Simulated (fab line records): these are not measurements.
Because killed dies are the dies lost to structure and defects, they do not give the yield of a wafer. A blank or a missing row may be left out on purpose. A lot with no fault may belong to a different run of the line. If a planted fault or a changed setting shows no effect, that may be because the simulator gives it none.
fab line records | flow nandHarc
record: lots: 7 wafers: 19 lastDay: 24
route steps=1159 shown P_CONTACT@228
lots with no fault: from the same line, run without faults
startH: hours from the record's first day to the start of the lot's first wafer shown | waitH: hours from the lot's prior step to this one | " same as the row above | L1.1+2: one row covering several wafers at once | - no value present, or no start provided | * or withheld: withheld | < > ~ a bound
route shown NAME@n: names a module that has steps shown in the file, with the first one's number in the route | usual: mean/standard deviation of fault-free wafers | same: alike in all rows | chamber/n: place in a boat | sites: per-site readings | _std_site: how widely they spread, as a standard deviation | _edge_site: outer sites' mean less inner sites' | radiusMm: how far each site lies from the wafer's centre | mask NAME#n: copy n | behind: the tool/chamber that last shaped the wafer | hold: why the lot went on hold/how many hours it stayed there/how the hold came to an end | device: transistor that didn't switch, given as n, p or np | end of line: the same wafers' tests at the end of the route | step lacking rows: just its recipe | killed: the dies lost at the first sort to structure and to defects; this is not the yield of the wafer | map: shows each die of a wafer: x if killed, . if not, _ if none is there
set.NAME: the setting that was run; set.NAME@STEP: the one run at that earlier step | model.NAME: the simulator's own value behind a step, which no gauge read
certain route steps with their lots: each step a table, each wafer a row
services: when a tool's chamber went out of use (startH, in hours from the record's first day, below 0 if earlier), for how many hours, and the reason
== steps ==
step: NHARC_P_CONTACT_EBR_08
step: NHARC_P_CONTACT_EXPOSE_09
recipe: na: 1.35 targetCdNm: 90 doseMj: 81.26 maskId: P_CA
step: NHARC_P_CONTACT_PEB_10
recipe: pebTempC: 100 pebTimeS: 65
step: NHARC_P_CONTACT_DEVELOP_11
recipe: developTimeS: 35 devTempC: 23
step: NHARC_P_CONTACT_CD_MEAS_12
recipe: targetCdNm: 90 landingEnergyEv: 500
usual: cdNm: 90.6/0.64
same: landingEnergyEv: 500
columns lot.wafer tool chamber startH waitH cdNm
L996.2 cdSem-01 0 126.07 - 91.5
L996.3 " 0 " " 89.7
L996.4 " 0 " " 91.7
L997.3 cdSem-02 0 138.37 - 90.1
L997.4 " 0 " " 88.9
L997.5 " 0 " " 90.1
L106.1 cdSem-03 0 184.96 - 90.6
L106.4 " 0 " " 90.7
L105.2 cdSem-02 0 191.56 - 89.7
L105.3 " 0 " " 90.5
L107.2 cdSem-03 0 204.14 - 90.3
L107.3 " 0 " " 90.9
L107.5 " 0 " " 90.9
L108.2 cdSem-03 0 205.33 - 90.9
L108.4 " 0 " " 91.5
L108.5 " 0 " " 90.6
L112.3 cdSem-02 0 232.37 - 90.3
L112.4 " 0 " " 90.9
L112.6 " 0 " " 90.0
step: NHARC_P_CONTACT_OVL_MEAS_13
usual: overlayXNm: 0.1/0.69 overlayYNm: 0.3/0.82
columns lot.wafer tool chamber startH waitH overlayXNm overlayYNm
L996.2 overlay-01 - 126.16 - 0.2 -1.1
L996.3 " - " " -0.1 -1.8
L996.4 " - " " -1.2 -1.7
L997.3 overlay-01 - 138.45 - -0.1 -0.1
L997.4 " - " " 0.5 -0.2
L997.5 " - " " 0.2 -0.3
L106.1 overlay-02 - 185.05 - -1.2 0.6
L106.4 " - " " -1.2 0.8
L105.2 overlay-01 - 191.65 - 1.8 0.3
L105.3 " - " " 1.5 1.0
L107.2 overlay-02 - 204.24 - -0.3 1.0
L107.3 " - " " -0.3 1.6
L107.5 " - " " 0.0 1.5
L108.2 overlay-01 - 205.42 - 1.1 0.5
L108.4 " - " " 0.3 0.1
L108.5 " - " " 0.1 0.0
L112.3 overlay-02 - 232.45 - 0.0 0.7
L112.4 " - " " -0.3 0.6
L112.6 " - " " 0.0 0.4
step: NHARC_P_CONTACT_INSPECT_14
usual: rawDefectCount: 3.7/2
columns lot.wafer tool chamber startH waitH rawDefectCount
L996.2 defectInspect-01 - 126.19 0.0 6
L996.3 " - " " 5
L996.4 " - " " 6
L997.3 defectInspect-01 - 138.49 0.0 6
L997.4 " - " " 5
L997.5 " - " " 6
L106.1 defectInspect-01 - 185.08 0.0 1
L106.4 " - " " 5
L105.2 defectInspect-01 - 191.69 0.0 6
L105.3 " - " " 0
L107.2 defectInspect-01 - 204.28 0.0 1
L107.3 " - " " 1
L107.5 " - " " 5
L108.2 defectInspect-01 - 205.46 0.0 4
L108.4 " - " " 4
L108.5 " - " " 5
L112.3 defectInspect-02 - 232.49 0.0 3
L112.4 " - " " 3
L112.6 " - " " 6
step: NHARC_P_CONTACT_DESCUM_17
recipe: timeS: 3 o2FlowSccm: 200 arFlowSccm: 0 biasPowerW: 0 chemistry: O2
usual: drypumpMotorCurrentA: 5.6/0.62 oesProductAu: 1.002/0.015 rfVppV: 57.8/0.88 showerheadPlenumPTorr: 1.90/0.09 throttleValvePct: 11.311/0.0089
columns lot.wafer tool chamber startH waitH drypumpMotorCurrentA oesProductAu rfHoursCounterH rfVppV showerheadPlenumPTorr throttleValvePct
L996.2 rieDiel-01 2 126.26 0.1 4.9 1.031 16 56.9 1.99 11.324
L996.3 " 3 " " 6.8 0.971 14 58.2 1.83 11.312
L996.4 " 0 " " 5.1 1.011 16 56.6 1.79 11.308
L997.3 rieDiel-11 1 138.55 0.1 5.3 1.001 10 59.4 1.86 11.316
L997.4 " 1 " " 5.3 0.995 - 58.3 1.86 11.314
L997.5 " 3 " " 5.8 1.003 - 57.3 2.00 11.310
L106.1 rieDiel-01 3 185.15 0.1 6.8 0.986 5 58.2 1.83 11.321
L106.4 " 0 " " 5.1 1.020 4 57.0 1.79 11.298
L105.3 rieDiel-01 0 191.77 0.1 5.1 1.029 5 57.3 1.79 11.316
L105.2 " 1 " " 5.6 1.011 5 58.4 1.88 11.293
L107.3 rieDiel-01 0 204.35 0.1 5.1 1.016 6 58.6 1.79 11.306
L107.2 " 2 " " 4.9 1.019 6 59.2 1.99 11.305
L107.5 " 0 " " 5.1 1.024 - 57.2 1.79 11.323
L108.2 rieDiel-13 0 205.53 0.1 6.3 0.998 37 57.2 1.76 11.303
L108.4 " 1 " " 5.9 1.013 36 59.8 1.81 11.315
L108.5 " 0 " " 6.3 0.996 - 57.0 1.76 11.305
L112.4 rieDiel-11 0 232.56 0.1 6.3 0.991 3 58.0 1.98 11.314
L112.3 " 2 " " 4.9 1.001 4 58.3 1.98 11.310
L112.6 " 0 " " 6.3 0.997 - 59.3 1.98 11.303
step: NHARC_P_CONTACT_ETCH_35
recipe: targetDepthA: 390 overEtchFrac: 0.3 timeS: 65 ionEnergyEv: 80 cf4FlowSccm: 150 arFlowSccm: 0 rfW: 300 biasW: 100 chemistry: CF4
usual: drypumpMotorCurrentA: 5.6/0.62 oesProductAu: 1.003/0.015 rfVppV: 151.2/1.3 showerheadPlenumPTorr: 1.76/0.077 throttleValvePct: 13.285/0.01
columns lot.wafer tool chamber startH waitH drypumpMotorCurrentA oesProductAu rfHoursCounterH rfVppV showerheadPlenumPTorr throttleValvePct
L996.4 rieDiel-01 2 126.34 0.1 4.9 1.043 16 153.1 1.84 13.284
L996.3 " 3 " " 6.8 0.977 14 151.4 1.70 13.273
L996.2 " 1 " " 5.5 1.024 18 150.1 1.74 13.295
L997.3 rieDiel-11 3 138.67 0.1 5.8 0.997 8 152.0 1.85 13.279
L997.5 " 1 " " 5.3 0.998 - 151.1 1.72 13.296
L997.4 " 2 " " 4.9 1.002 - 150.7 1.83 13.281
L106.1 rieDiel-01 2 185.23 0.1 4.9 1.015 4 152.8 1.83 13.258
L106.4 " 0 " " 5.1 1.017 4 149.8 1.66 13.299
L105.2 rieDiel-01 3 191.83 0.1 6.7 0.978 6 151.0 1.69 13.313
L105.3 " 2 " " 4.9 1.023 5 151.3 1.83 13.289
L107.3 rieDiel-01 3 204.43 0.1 6.7 0.984 6 151.1 1.69 13.291
L107.2 " 1 " " 5.5 1.015 6 150.1 1.74 13.279
L107.5 " 2 " " 4.9 1.015 - 150.4 1.83 13.265
L108.2 rieDiel-13 1 205.60 0.1 5.9 1.013 36 149.8 1.68 13.297
L108.4 " 3 " " 5.2 0.971 36 149.9 1.75 13.284
L108.5 " 1 " " 5.9 1.024 - 149.7 1.68 13.278
L112.4 rieDiel-11 1 232.65 0.1 5.3 1.013 3 150.9 1.72 13.292
L112.3 " 2 " " 4.9 1.009 4 154.4 1.82 13.299
L112.6 " 3 " " 5.8 1.006 - 153.5 1.84 13.267
step: NHARC_P_CONTACT_ETCH_36
recipe: targetDepthA: 2600 overEtchFrac: 0.25 timeS: 406.25 ionEnergyEv: 200 n2FlowSccm: 150 h2FlowSccm: 150 arFlowSccm: 0 rfW: 400 biasW: 150 chemistry: N2/H2
usual: drypumpMotorCurrentA: 5.6/0.62 oesProductAu: 1.003/0.014 rfVppV: 430.2/2.7 showerheadPlenumPTorr: 2.03/0.097 throttleValvePct: 14.171/0.0086
columns lot.wafer tool chamber startH waitH drypumpMotorCurrentA oesProductAu rfHoursCounterH rfVppV showerheadPlenumPTorr throttleValvePct
L996.2 rieDiel-01 3 - - 6.8 0.980 14 429.8 1.95 14.166
L996.3 " 0 " " 5.1 1.005 16 426.6 1.91 14.169
L996.4 " 1 " " 5.6 1.019 18 430.6 2.00 14.171
L997.3 rieDiel-11 1 - - 5.3 0.993 11 429.3 1.98 14.166
L997.4 " 3 " " 5.8 1.003 - 434.0 2.14 14.161
L997.5 " 1 " " 5.3 1.010 - 428.9 1.98 14.175
L106.1 rieDiel-01 2 - - 5.0 1.015 4 433.5 2.12 14.168
L106.4 " 1 " " 5.5 1.017 4 431.5 2.00 14.163
L105.2 rieDiel-01 0 - - 5.1 1.026 5 426.4 1.91 14.171
L105.3 " 1 " " 5.5 1.003 5 429.2 2.00 14.171
L107.3 rieDiel-01 1 - - 5.5 1.006 6 428.6 2.00 14.187
L107.2 " 2 " " 4.9 1.024 6 432.0 2.12 14.174
L107.5 " 1 " " 5.5 1.006 - 429.2 2.00 14.156
L108.4 rieDiel-13 2 - - 5.8 0.988 35 434.5 2.21 14.168
L108.2 " 1 " " 5.9 1.013 36 428.6 1.92 14.167
L108.5 " 3 " " 5.2 0.979 - 430.5 2.02 14.159
L112.4 rieDiel-11 1 - - 5.3 1.013 3 429.7 1.98 14.177
L112.3 " 0 " " 6.3 1.003 3 431.9 2.12 14.160
L112.6 " 1 " " 5.3 1.012 - 428.3 1.98 14.166
step: NHARC_P_CONTACT_ETCH_18
recipe: targetDepthA: 4810 timeS: 240.5 c4f8FlowSccm: 20 o2FlowSccm: 10 arFlowSccm: withheld rfW: 600 biasW: 1500 chemistry: C4F8/O2/Ar
usual: oesProductAu: 0.966/0.02 rfVppV: 978/6
columns lot.wafer tool chamber startH waitH oesProductAu rfHoursCounterH rfVppV
L996.4 rieDiel-01 1 - - 0.992 18 974
L996.3 " 2 " " 0.986 17 984
L996.2 " 3 " " 0.933 15 972
L997.3 rieDiel-11 3 - - 0.955 9 984
L997.5 " 1 " " 0.960 - 976
L997.4 " 2 " " 0.962 - 983
L106.1 rieDiel-01 3 - - 0.936 5 972
L106.4 " 0 " " 0.991 5 971
L105.3 rieDiel-01 3 - - 0.942 6 972
L105.2 " 0 " " 0.996 6 969
L107.3 rieDiel-01 1 - - 0.933 6 976
L107.2 " 3 " " 0.906 6 973
L107.5 " 1 " " 0.930 - 975
L108.2 rieDiel-13 2 - - 0.983 35 988
L108.4 " 0 " " 0.958 37 967
L108.5 " 2 " " 0.978 - 988
L112.3 rieDiel-11 1 - - 1.003 3 975
L112.4 " 0 " " 0.960 3 984
L112.6 " 2 " " 0.981 - 983
step: NHARC_P_CONTACT_STRIP_37
recipe: c4f8FlowSccm: withheld o2FlowSccm: 8 arFlowSccm: withheld biasW: 0 chemistry: C4F8/O2/Ar
step: NHARC_P_CONTACT_ETCH_31
recipe: targetDepthA: 300 timeS: 85.7 ionEnergyEv: 120 overEtchFrac: 1 ch3fFlowSccm: 50 o2FlowSccm: 30 arFlowSccm: 200 rfW: 500 biasW: 100 chemistry: CH3F/O2
usual: drypumpMotorCurrentA: 5.6/0.59 oesProductAu: 0.984/0.016 rfVppV: 244.2/1.8 showerheadPlenumPTorr: 2.45/0.11 throttleValvePct: 20.664/0.0091
columns lot.wafer tool chamber startH waitH drypumpMotorCurrentA oesProductAu rfHoursCounterH rfVppV showerheadPlenumPTorr throttleValvePct
L996.2 rieDiel-01 2 127.27 - 4.9 1.008 17 245.9 2.56 20.682
L996.3 " 3 " " 6.8 0.959 15 243.2 2.35 20.653
L996.4 " 0 " " 5.1 0.990 17 242.3 2.31 20.674
L997.3 rieDiel-11 3 139.44 - 5.8 0.975 9 244.9 2.57 20.665
L997.4 " 1 " " 5.3 0.992 - 245.2 2.39 20.666
L997.5 " 3 " " 5.8 0.984 - 246.7 2.57 20.651
L106.4 rieDiel-01 3 185.90 - 6.8 0.959 5 242.2 2.35 20.654
L106.1 " 1 " " 5.5 0.714 4 242.8 2.41 20.653
L105.2 rieDiel-01 2 192.49 - 4.9 0.715 5 245.6 2.55 20.668
L105.3 " 3 " " 6.8 0.966 6 242.4 2.35 20.657
L107.2 rieDiel-01 1 205.08 - 5.5 0.698 6 243.3 2.41 20.679
L107.3 " 3 " " 6.8 0.947 6 240.7 2.35 20.659
L107.5 " 2 " " 4.9 0.978 - 246.2 2.55 20.663
L108.2 rieDiel-13 2 206.27 - 5.9 0.989 35 247.7 2.65 20.682
L108.4 " 3 " " 5.2 0.961 36 242.8 2.43 20.665
L108.5 " 1 " " 5.9 1.010 - 242.3 2.33 20.670
L112.4 rieDiel-11 2 233.30 - 4.9 0.997 4 246.9 2.54 20.660
L112.3 " 3 " " 5.8 0.982 4 247.7 2.57 20.666
L112.6 " 1 " " 5.3 1.015 - 244.5 2.39 20.657
step: NHARC_P_CONTACT_CD_MEAS_19
usual: cdNm: 90.8/2
columns lot.wafer tool chamber startH waitH cdNm
L996.2 cdSem-01 - 127.40 - 87.5
L996.3 " - " " 88.0
L996.4 " - " " 93.6
L997.3 cdSem-03 - 139.57 - 93.8
L997.4 " - " " 88.6
L997.5 " - " " 94.3
L106.1 cdSem-01 - 186.02 - 90.1
L106.4 " - " " 90.7
L105.2 cdSem-02 - 192.62 - 89.7
L105.3 " - " " 91.2
L107.2 cdSem-02 - 205.21 - 91.2
L107.3 " - " " 93.2
L107.5 " - " " 93.2
L108.2 cdSem-01 - 206.40 - 92.7
L108.4 " - " " 93.0
L108.5 " - " " 91.7
L112.3 cdSem-02 - 233.43 - 94.1
L112.4 " - " " 91.0
L112.6 " - " " 91.0
== services ==
columns tool chamber startH hours kind
rieDiel-01 0 116.81 - clean
rieDiel-01 1 116.81 - clean
rieDiel-01 2 116.81 - clean
rieDiel-01 3 116.81 - clean
rieDiel-11 0 136.91 9.5 repair
rieDiel-01 - 137.81 9.0 pm
rieDiel-01 0 137.81 9.0 ventCycle
rieDiel-01 1 137.81 9.0 ventCycle
rieDiel-01 2 137.81 9.0 ventCycle
rieDiel-01 3 137.81 9.0 ventCycle
rieDiel-11 1 142.10 6.2 repair
rieDiel-01 0 146.81 - clean
rieDiel-01 1 146.81 - clean
rieDiel-01 2 146.81 - clean
rieDiel-01 3 146.81 - clean
rieDiel-01 0 171.31 - clean
rieDiel-01 1 171.31 - clean
rieDiel-01 2 171.31 - clean
rieDiel-01 3 171.31 - clean
rieDiel-11 - 189.50 9.0 pm
rieDiel-01 0 195.81 - clean
rieDiel-01 1 195.81 - clean
rieDiel-01 2 195.81 - clean
rieDiel-13 3 232.11 3.8 repair
== key ==
firstSign: step: NHARC_P_CONTACT_ETCH_31 reading: oesProductAu direction: down sigmas: 18 usual: 0.984 struck: 0.709
effect none on later readings
metAt NHARC_P_CONTACT_ETCH_31
struckWafers L105.2,L106.1,L107.2
testerLeftOut L105,L106,L107
onsetBetween 127.27 185.90
fault: kind: processParameterDrift tool: rieDiel-01 chamber: - onsetH: 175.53 steps: NHARC_P_CONTACT_ETCH_31 channel: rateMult offset: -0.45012 shape: step endH: 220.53 scope: struckWafersOnly
testerLeftOut: of these lots the tester's yield and bins aren't shown, on N5 and GAA mostly nor the transistor test; their killed dies are dies lost to structure and defects alone, not to doping, threshold or leakage, so they don't give the yield
